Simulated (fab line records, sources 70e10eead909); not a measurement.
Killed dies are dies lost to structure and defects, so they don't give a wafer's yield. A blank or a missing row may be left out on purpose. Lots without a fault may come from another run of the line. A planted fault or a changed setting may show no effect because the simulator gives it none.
fab line records | flow nand_harc | part 1 of 2: steps 1 to 24 of 30
record lots=5 wafers=15 last_day=33
route steps=1302 shown A_ONON_D2@561 A_CHANNEL_HOLE_D2@570
lots that met no fault: from a run of the same line without faults
start_h: hours from the record's first day to the start of the lot's first wafer shown | wait_h: hours since the lot's step before | " the same as in the row above | L1.1+2: a row that stands for several wafers | - no value, or no start given | * or withheld: withheld | < > ~ a bound
route shown NAME@n: a module of which the file shows steps, and the number in the route of the first | usual: mean/standard deviation of fault-free wafers | same: alike in all rows | chamber/n: place in a boat | sites: the reading at each site | _std_site: their standard deviation | _edge_site: outer sites' mean less inner sites' | radius_mm: how far each site lies from the wafer's centre | mask NAME#n: copy n | behind: the tool/chamber that last shaped the wafer | hold: why the lot was held/for how many hours/how that ended | device: the transistor (n, p or np) that didn't switch | end of line: the same wafers' tests at the end of the route | a step without rows: its recipe alone | killed: dies lost to structure and defects at the first sort, not the wafer's yield | map: a wafer's dies, x killed, . not, _ none there
set.NAME: the setting as run; set.NAME@STEP: as run at that earlier step | model.NAME: the simulator's own value behind a step, which no gauge read
lots at some steps of the route; a table a step, a row a wafer
services: from which hour (start_h, from the record's first day; less than 0 if before it) a tool's chamber was out of use, for how many hours, and why
## steps
# step NHARC_A_ONON_D2_THK_MEAS_24
# recipe thk_meas_gauge=ellipsometry
# usual thk_nm=1002/9.1
# columns lot.wafer tool chamber start_h wait_h thk_nm
L076.1 film_metro-02 - 295.85 - 986
L076.3 " - " " 986
L076.6 " - " " 986
L077.1 film_metro-02 - 310.08 - 1000
L077.4 " - " " 1001
L077.5 " - " " 1000
L089.1 film_metro-01 - 436.22 - 996
L089.4 " - " " 995
L089.6 " - " " 997
L094.1 film_metro-02 - 482.72 - 995
L094.3 " - " " 995
L094.6 " - " " 993
L096.1 film_metro-02 - 503.02 - 1012
L096.4 " - " " 1010
L096.6 " - " " 1011
# step NHARC_A_ONON_D2_DEP_25
# recipe target_thk_a=10000 n2_flow_sccm=2750 n2o_flow_sccm=2000 nh3_flow_sccm=500 sih4_flow_sccm=210 temp_c=400
# usual n2o_flow_sccm=2000/5.8
# columns lot.wafer tool chamber start_h wait_h n2o_flow_sccm
L076.1 pecvd_onon-02 0 295.90 0.1 2009
L076.3 " 0 " " 2001
L076.6 " 0 " " 2005
L077.1 pecvd_onon-02 0 310.13 0.1 2002
L077.4 " 0 " " 2001
L077.5 " 0 " " 2013
L089.1 pecvd_onon-04 0 436.28 0.1 1997
L089.4 " 0 " " 1996
L089.6 " 0 " " 2003
L094.1 pecvd_onon-03 0 482.78 0.1 2001
L094.3 " 0 " " 1998
L094.6 " 0 " " 2006
L096.1 pecvd_onon-03 0 503.08 0.1 2004
L096.4 " 0 " " 2003
L096.6 " 0 " " 2003
# step NHARC_A_ONON_D2_THK_MEAS_27
# recipe thk_meas_gauge=ellipsometry
# usual thk_nm=1000/8
# columns lot.wafer tool chamber start_h wait_h thk_nm
L076.1 film_metro-01 - 296.41 - 996
L076.3 " - " " 996
L076.6 " - " " 996
L077.1 film_metro-02 - 310.65 - 998
L077.4 " - " " 1000
L077.5 " - " " 1000
L089.1 film_metro-02 - 436.81 - 998
L089.4 " - " " 998
L089.6 " - " " 999
L094.1 film_metro-01 - 483.29 - 996
L094.3 " - " " 997
L094.6 " - " " 996
L096.1 film_metro-01 - 503.58 - 995
L096.4 " - " " 993
L096.6 " - " " 994
# step NHARC_A_ONON_D2_DEP_28
# recipe target_thk_a=10000 n2_flow_sccm=2750 n2o_flow_sccm=2000 nh3_flow_sccm=500 sih4_flow_sccm=210 temp_c=400
# usual n2o_flow_sccm=2001/5.7
# columns lot.wafer tool chamber start_h wait_h n2o_flow_sccm
L076.1 pecvd_onon-03 0 296.47 0.1 1995
L076.3 " 0 " " 2012
L076.6 " 0 " " 1999
L077.1 pecvd_onon-03 0 310.70 0.1 2000
L077.4 " 0 " " 1997
L077.5 " 0 " " 2007
L089.1 pecvd_onon-02 0 436.86 0.1 1994
L089.4 " 0 " " 1997
L089.6 " 0 " " 1993
L094.1 pecvd_onon-04 0 483.34 0.1 1991
L094.3 " 0 " " 2005
L094.6 " 0 " " 1996
L096.1 pecvd_onon-02 0 503.64 0.1 2000
L096.4 " 0 " " 1996
L096.6 " 0 " " 2009
# step NHARC_A_ONON_D2_THK_MEAS_30
# recipe thk_meas_gauge=ellipsometry
# usual thk_nm=1002/8.1
# columns lot.wafer tool chamber start_h wait_h thk_nm
L076.1 film_metro-02 - 296.98 - 1002
L076.3 " - " " 1000
L076.6 " - " " 1001
L077.1 film_metro-02 - 311.22 - 997
L077.4 " - " " 996
L077.5 " - " " 995
L089.1 film_metro-01 - 437.38 - 1005
L089.4 " - " " 1006
L089.6 " - " " 1004
L094.1 film_metro-01 - 483.85 - 995
L094.3 " - " " 995
L094.6 " - " " 996
L096.1 film_metro-02 - 504.15 - 1007
L096.4 " - " " 1007
L096.6 " - " " 1007
# step NHARC_A_ONON_D2_DEP_33
# recipe target_thk_a=2000 temp_c=400 pressure_torr=6.5 rf_w=900 teos_flow_sccm=161.4 flow_sccm=2650 target_thk_nm=200 gas=O2 material=SiO2
# usual heater_power_w=568/81 throttle_valve_pct=15.8/0.59
# columns lot.wafer tool chamber start_h wait_h heater_power_w throttle_valve_pct
L076.1 pecvd-01 0 297.17 0.2 515 15.5
L076.3 " 1 " " 658 15.2
L076.6 " 0 " " 538 15.4
L077.1 pecvd-02 1 311.37 0.1 686 15.3
L077.5 " 2 " " 523 16.1
L077.4 " 1 " " 699 15.2
L089.1 pecvd-02 0 437.48 0.1 551 16.1
L089.4 " 2 " " 482 15.7
L089.6 " 1 " " 687 15.4
L094.1 pecvd-04 1 483.91 0.1 710 15.3
L094.3 " 0 " " 619 15.5
L094.6 " 1 " " 698 15.5
L096.1 pecvd-02 2 504.26 0.1 470 16.1
L096.6 " 1 " " 660 15.4
L096.4 " 2 " " 480 16.0
# step NHARC_A_ONON_D2_THK_MEAS_34
# recipe thk_meas_gauge=ellipsometry
# usual thk_nm=200/3.3
# columns lot.wafer tool chamber start_h wait_h thk_nm
L076.1 film_metro-01 - 297.53 - 202
L076.3 " - " " 200
L076.6 " - " " 204
L077.1 film_metro-02 - 311.69 - 199
L077.4 " - " " 201
L077.5 " - " " 204
L089.1 film_metro-01 - 437.85 - 195
L089.4 " - " " 201
L089.6 " - " " 201
L094.1 film_metro-01 - 484.33 - 198
L094.3 " - " " 196
L094.6 " - " " 199
L096.1 film_metro-01 - 504.63 - 199
L096.4 " - " " 205
L096.6 " - " " 204
# step NHARC_A_ONON_D2_INSPECT_32
# usual raw_defect_count=439/180
# columns lot.wafer tool chamber start_h wait_h raw_defect_count
L076.1 defect_inspect-02 - 297.60 0.0 542
L076.3 " - " " 280
L076.6 " - " " 358
L077.1 defect_inspect-02 - 311.77 0.0 455
L077.4 " - " " 330
L077.5 " - " " 248
L089.1 defect_inspect-02 - 437.93 0.0 385
L089.4 " - " " 410
L089.6 " - " " 349
L094.1 defect_inspect-01 - 484.41 0.0 750
L094.3 " - " " 445
L094.6 " - " " 428
L096.1 defect_inspect-01 - 504.69 0.0 592
L096.4 " - " " 510
L096.6 " - " " 351
# step NHARC_A_CHANNEL_HOLE_D2_DEP_00
# recipe target_thk_a=31000 temp_c=400 material=aC
# usual throttle_valve_pct=35.000/0.01
# columns lot.wafer tool chamber start_h wait_h throttle_valve_pct
L076.1 acl_dep-01 0 300.34 2.7 35.011
L076.3 " 0 " " 34.991
L076.6 " 0 " " 34.990
L077.1 acl_dep-03 0 312.22 0.4 34.999
L077.4 " 0 " " 34.996
L077.5 " 0 " " 35.008
L089.1 acl_dep-01 0 438.64 0.7 34.992
L089.4 " 0 " " 34.993
L089.6 " 0 " " 34.993
L094.1 acl_dep-01 0 490.92 6.5 34.990
L094.3 " 0 " " 35.011
L094.6 " 0 " " 35.004
L096.1 acl_dep-03 0 504.97 0.3 35.000
L096.4 " 0 " " 34.981
L096.6 " 0 " " 34.998
# step NHARC_A_CHANNEL_HOLE_D2_DEP_01
# recipe target_thk_a=1400 target_thk_nm=140 temp_c=400 pressure_torr=3.5 flow_sccm=200 rf_w=350 material=SiON
# usual heater_power_w=745/83
# columns lot.wafer tool chamber start_h wait_h heater_power_w
L076.3 pecvd-03 2 302.28 1.0 854
L076.1 " 0 " " 604
L076.6 " 0 " " 594
L077.1 pecvd-03 0 314.15 1.6 628
L077.5 " 0 " " 643
L077.4 " 1 " " 642
L089.1 pecvd-03 2 440.55 1.6 769
L089.4 " 0 " " 654
L089.6 " 1 " " 777
L094.3 pecvd-02 0 492.99 1.1 664
L094.1 " 1 " " 902
L094.6 " 2 " " 755
L096.1 pecvd-02 0 506.94 1.6 654
L096.4 " 0 " " 666
L096.6 " 2 " " 756
# step NHARC_A_CHANNEL_HOLE_D2_DEHYDRATE_02
# recipe temp_c=150 time_s=120
# usual exhaust_pa=45.2/0.85 resist_line_temp_C=22.98/0.1
# columns lot.wafer tool chamber start_h wait_h exhaust_pa resist_line_temp_C
L076.1 litho_track-01 0 302.55 0.2 43.6 22.90
L076.3 " 0 " " 44.2 23.04
L076.6 " 0 " " 44.1 23.04
L077.1 litho_track-04 0 314.42 0.2 47.2 22.96
L077.4 " 0 " " 46.2 23.01
L077.5 " 0 " " 46.2 22.96
L089.1 litho_track-04 0 440.82 0.2 44.8 23.10
L089.4 " 0 " " 43.9 23.22
L089.6 " 0 " " 43.9 23.16
L094.1 litho_track-01 0 493.26 0.2 45.2 23.02
L094.3 " 0 " " 45.6 22.91
L094.6 " 0 " " 42.8 23.01
L096.1 litho_track-06 0 507.21 0.2 44.4 23.01
L096.4 " 0 " " 45.0 22.94
L096.6 " 0 " " 46.4 23.07
# step NHARC_A_CHANNEL_HOLE_D2_HMDS_03
# recipe time_s=30
# usual exhaust_pa=44.9/0.84 resist_line_temp_C=22.99/0.11
# columns lot.wafer tool chamber start_h wait_h exhaust_pa resist_line_temp_C
L076.1 litho_track-01 0 - - 45.5 22.98
L076.3 " 0 " " 43.3 23.04
L076.6 " 0 " " 43.6 23.09
L077.1 litho_track-04 0 - - 44.3 23.28
L077.4 " 0 " " 46.5 22.98
L077.5 " 0 " " 45.7 23.21
L089.1 litho_track-04 0 - - 45.4 23.01
L089.4 " 0 " " 46.4 22.95
L089.6 " 0 " " 45.3 22.93
L094.1 litho_track-01 0 - - 44.7 23.02
L094.3 " 0 " " 44.9 22.97
L094.6 " 0 " " 44.5 23.05
L096.1 litho_track-06 0 - - 44.3 22.97
L096.4 " 0 " " 45.2 23.00
L096.6 " 0 " " 45.2 22.94
# step NHARC_A_CHANNEL_HOLE_D2_COAT_36
# recipe temp_c=260 time_s=75
# usual exhaust_pa=44.7/0.9 resist_line_temp_C=22.99/0.1
# columns lot.wafer tool chamber start_h wait_h exhaust_pa resist_line_temp_C
L076.1 litho_track-01 0 - - 43.6 23.02
L076.3 " 0 " " 45.7 23.00
L076.6 " 0 " " 44.2 22.87
L077.1 litho_track-04 0 - - 43.7 23.06
L077.4 " 0 " " 44.6 23.02
L077.5 " 0 " " 44.4 22.87
L089.1 litho_track-04 0 - - 45.5 22.92
L089.4 " 0 " " 43.7 22.85
L089.6 " 0 " " 45.3 22.84
L094.1 litho_track-01 0 - - 44.8 22.89
L094.3 " 0 " " 44.5 22.97
L094.6 " 0 " " 44.2 22.97
L096.1 litho_track-06 0 - - 43.9 22.96
L096.4 " 0 " " 44.6 23.06
L096.6 " 0 " " 44.0 23.10
# step NHARC_A_CHANNEL_HOLE_D2_COAT_37
# recipe temp_c=225 time_s=65
# usual exhaust_pa=44.9/0.93 resist_line_temp_C=23.05/0.1
# columns lot.wafer tool chamber start_h wait_h exhaust_pa resist_line_temp_C
L076.1 litho_track-01 0 - - 45.5 23.24
L076.3 " 0 " " 46.7 22.98
L076.6 " 0 " " 43.9 23.14
L077.1 litho_track-04 0 - - 45.6 23.02
L077.4 " 0 " " 46.1 22.94
L077.5 " 0 " " 44.9 23.12
L089.1 litho_track-04 0 - - 44.0 22.81
L089.4 " 0 " " 44.6 22.89
L089.6 " 0 " " 46.7 23.01
L094.1 litho_track-01 0 - - 45.0 23.02
L094.3 " 0 " " 44.7 22.99
L094.6 " 0 " " 45.0 23.00
L096.1 litho_track-06 0 - - 45.0 22.94
L096.4 " 0 " " 45.9 22.99
L096.6 " 0 " " 45.4 22.92
# step NHARC_A_CHANNEL_HOLE_D2_COAT_04
# recipe spin_rpm=1500 resist_thk_nm=90
# usual exhaust_pa=44.9/0.91 resist_line_temp_C=23.00/0.1
# columns lot.wafer tool chamber start_h wait_h exhaust_pa resist_line_temp_C
L076.1 litho_track-01 0 - - 43.1 22.93
L076.3 " 0 " " 43.6 22.96
L076.6 " 0 " " 44.2 22.91
L077.1 litho_track-04 0 - - 44.0 22.80
L077.4 " 0 " " 42.9 22.78
L077.5 " 0 " " 44.0 22.83
L089.1 litho_track-04 0 - - 44.7 22.91
L089.4 " 0 " " 45.0 22.95
L089.6 " 0 " " 44.2 23.03
L094.1 litho_track-01 0 - - 45.4 23.09
L094.3 " 0 " " 45.7 23.04
L094.6 " 0 " " 46.0 23.03
L096.1 litho_track-06 0 - - 44.9 23.12
L096.4 " 0 " " 45.8 22.89
L096.6 " 0 " " 46.1 22.95
# step NHARC_A_CHANNEL_HOLE_D2_SOFTBAKE_05
# recipe temp_c=105 time_s=55
# usual exhaust_pa=44.8/0.86 resist_line_temp_C=23.00/0.11
# columns lot.wafer tool chamber start_h wait_h exhaust_pa resist_line_temp_C
L076.1 litho_track-01 0 - - 43.7 23.04
L076.3 " 0 " " 43.4 23.16
L076.6 " 0 " " 43.5 23.14
L077.1 litho_track-04 0 - - 44.0 22.97
L077.4 " 0 " " 46.0 23.05
L077.5 " 0 " " 45.1 23.07
L089.1 litho_track-04 0 - - 45.5 23.22
L089.4 " 0 " " 44.8 23.03
L089.6 " 0 " " 44.3 23.09
L094.1 litho_track-01 0 - - 43.6 22.91
L094.3 " 0 " " 43.7 22.85
L094.6 " 0 " " 43.7 22.87
L096.1 litho_track-06 0 - - 44.0 23.07
L096.4 " 0 " " 44.3 23.04
L096.6 " 0 " " 43.8 23.00
# step NHARC_A_CHANNEL_HOLE_D2_EBR_06
# usual exhaust_pa=44.8/0.94 resist_line_temp_C=23.01/0.11
# columns lot.wafer tool chamber start_h wait_h exhaust_pa resist_line_temp_C
L076.1 litho_track-01 0 - - 44.9 22.79
L076.3 " 0 " " 43.6 22.83
L076.6 " 0 " " 43.6 22.92
L077.1 litho_track-04 0 - - 45.0 23.13
L077.4 " 0 " " 46.9 23.15
L077.5 " 0 " " 44.5 22.96
L089.1 litho_track-04 0 - - 43.1 22.98
L089.4 " 0 " " 43.8 23.00
L089.6 " 0 " " 43.4 23.03
L094.1 litho_track-01 0 - - 45.2 23.04
L094.3 " 0 " " 45.2 22.98
L094.6 " 0 " " 46.5 23.04
L096.1 litho_track-06 0 - - 45.0 22.97
L096.4 " 0 " " 45.6 23.17
L096.6 " 0 " " 45.9 23.05
# step NHARC_A_CHANNEL_HOLE_D2_EXPOSE_07
# recipe na=1.35 target_cd_nm=100 sigma_outer=0.3 dose_mj=59.65 mask_id=HOLE_D2
# columns lot.wafer tool chamber start_h wait_h mask
L076.1+3+6 arfi_scanner-02 0 302.74 - HOLE_D2#0
L077.1+4+5 arfi_scanner-03 0 314.73 - HOLE_D2#0
L089.1+4+6 arfi_scanner-03 0 441.13 - HOLE_D2#0
L094.1+3+6 arfi_scanner-03 0 493.57 - HOLE_D2#0
L096.1+4+6 arfi_scanner-01 0 507.52 - HOLE_D2#0
# step NHARC_A_CHANNEL_HOLE_D2_PEB_08
# recipe peb_temp_c=100 peb_time_s=65
# usual exhaust_pa=45.1/0.88 resist_line_temp_C=23.00/0.11
# columns lot.wafer tool chamber start_h wait_h exhaust_pa resist_line_temp_C
L076.1 litho_track-06 0 302.80 0.1 45.3 22.84
L076.3 " 0 " " 46.1 22.94
L076.6 " 0 " " 45.7 23.00
L077.1 litho_track-06 0 314.79 0.1 45.4 23.05
L077.4 " 0 " " 46.0 23.15
L077.5 " 0 " " 45.5 23.13
L089.1 litho_track-06 0 441.19 0.1 44.5 22.99
L089.4 " 0 " " 43.3 22.83
L089.6 " 0 " " 45.3 22.95
L094.1 litho_track-04 0 493.63 0.1 46.2 23.07
L094.3 " 0 " " 46.3 22.83
L094.6 " 0 " " 45.8 22.97
L096.1 litho_track-06 0 507.59 0.1 44.4 22.87
L096.4 " 0 " " 43.9 23.15
L096.6 " 0 " " 45.2 23.18
# step NHARC_A_CHANNEL_HOLE_D2_DEVELOP_09
# recipe develop_time_s=35 dev_temp_c=23
# usual exhaust_pa=44.9/0.89 resist_line_temp_C=23.00/0.097
# columns lot.wafer tool chamber start_h wait_h exhaust_pa resist_line_temp_C
L076.1 litho_track-06 0 - - 45.1 23.11
L076.3 " 0 " " 44.0 22.92
L076.6 " 0 " " 45.4 22.93
L077.1 litho_track-06 0 - - 46.0 22.86
L077.4 " 0 " " 45.1 23.04
L077.5 " 0 " " 45.7 22.87
L089.1 litho_track-06 0 - - 45.6 22.84
L089.4 " 0 " " 45.1 22.99
L089.6 " 0 " " 43.9 22.74
L094.1 litho_track-04 0 - - 45.0 23.09
L094.3 " 0 " " 44.4 22.95
L094.6 " 0 " " 43.7 22.93
L096.1 litho_track-06 0 - - 46.4 23.06
L096.4 " 0 " " 46.3 22.93
L096.6 " 0 " " 45.6 23.02
# step NHARC_A_CHANNEL_HOLE_D2_CD_MEAS_10
# recipe target_cd_nm=100 landing_energy_ev=500
# usual cd_nm=100.4/0.52
# columns lot.wafer tool chamber start_h wait_h cd_nm
L076.1 cd_sem-02 0 302.88 - 100.2
L076.3 " 0 " " 100.4
L076.6 " 0 " " 99.9
L077.1 cd_sem-01 0 314.87 - 100.2
L077.4 " 0 " " 100.3
L077.5 " 0 " " 100.2
L089.1 cd_sem-01 0 441.27 - 100.0
L089.4 " 0 " " 101.3
L089.6 " 0 " " 100.4
L094.1 cd_sem-01 0 493.71 - 101.0
L094.3 " 0 " " 100.5
L094.6 " 0 " " 101.2
L096.1 cd_sem-03 0 507.66 - 101.3
L096.4 " 0 " " 100.4
L096.6 " 0 " " 100.6
# step NHARC_A_CHANNEL_HOLE_D2_OVL_MEAS_11
# usual overlay_x_nm=0.4/0.95 overlay_y_nm=0.1/0.72
# columns lot.wafer tool chamber start_h wait_h overlay_x_nm overlay_y_nm
L076.1 overlay-02 - 302.97 - 1.1 0.0
L076.3 " - " " 1.1 0.5
L076.6 " - " " 1.0 0.5
L077.1 overlay-02 - 314.96 - -0.3 1.2
L077.4 " - " " -0.1 0.6
L077.5 " - " " -0.4 0.7
L089.1 overlay-01 - 441.36 - 0.0 -0.8
L089.4 " - " " 0.0 -0.9
L089.6 " - " " -0.4 -1.0
L094.1 overlay-02 - 493.80 - 0.4 0.5
L094.3 " - " " 0.0 1.0
L094.6 " - " " 0.0 0.6
L096.1 overlay-01 - 507.75 - -0.3 1.1
L096.4 " - " " -0.3 0.7
L096.6 " - " " -0.3 1.1
# step NHARC_A_CHANNEL_HOLE_D2_INSPECT_12
# usual raw_defect_count=29/22
# columns lot.wafer tool chamber start_h wait_h raw_defect_count
L076.1 defect_inspect-01 - 303.00 0.0 50
L076.3 " - " " 36
L076.6 " - " " 56
L077.1 defect_inspect-02 - 314.99 0.0 6
L077.4 " - " " 4
L077.5 " - " " 8
L089.1 defect_inspect-01 - 441.40 0.0 64
L089.4 " - " " 49
L089.6 " - " " 41
L094.1 defect_inspect-02 - 493.83 0.0 17
L094.3 " - " " 19
L094.6 " - " " 18
L096.1 defect_inspect-01 - 507.79 0.0 7
L096.4 " - " " 7
L096.6 " - " " 1
# step NHARC_A_CHANNEL_HOLE_D2_DESCUM_15
# recipe time_s=3 o2_flow_sccm=200 ar_flow_sccm=0 bias_power_w=0 chemistry=O2
# usual drypump_motor_current_A=5.6/0.42 oes_product_au=1.003/0.011 rf_vpp_V=57.8/0.95 showerhead_plenum_p_Torr=1.91/0.1 throttle_valve_pct=11.312/0.0086
# columns lot.wafer tool chamber start_h wait_h drypump_motor_current_A oes_product_au rf_hours_counter_h rf_vpp_V showerhead_plenum_p_Torr throttle_valve_pct
L076.1 rie_diel-09 1 303.06 0.1 5.2 0.993 9.1 57.2 1.96 11.328
L076.3 " 3 " " 6.5 0.973 11.4 57.4 1.98 11.304
L076.6 " 1 " " 5.2 0.992 - 58.2 1.96 11.309
L077.4 rie_diel-08 0 315.07 0.1 5.5 1.020 6.1 58.1 1.84 11.326
L077.1 " 1 " " 5.8 1.015 6.1 58.4 2.06 11.320
L077.5 " 2 " " 5.5 1.023 - 57.7 2.05 11.305
L089.4 rie_diel-13 0 441.46 0.1 6.1 1.007 3.5 57.5 1.82 11.317
L089.1 " 3 " " 5.9 0.991 3.9 57.3 1.80 11.310
L089.6 " 1 " " 5.7 0.999 - 60.3 2.01 11.311
L094.1 rie_diel-13 2 493.90 0.1 5.2 1.002 7.7 58.5 1.77 11.307
L094.3 " 3 " " 5.9 0.990 5.1 56.5 1.80 11.301
L094.6 " 3 " " 5.9 0.985 - 57.2 1.80 11.300
L096.4 rie_diel-08 2 507.86 0.1 5.5 1.018 6.9 57.4 2.05 11.319
L096.1 " 0 " " 5.5 1.019 6.9 57.4 1.84 11.305
L096.6 " 2 " " 5.5 1.013 - 60.0 2.05 11.302
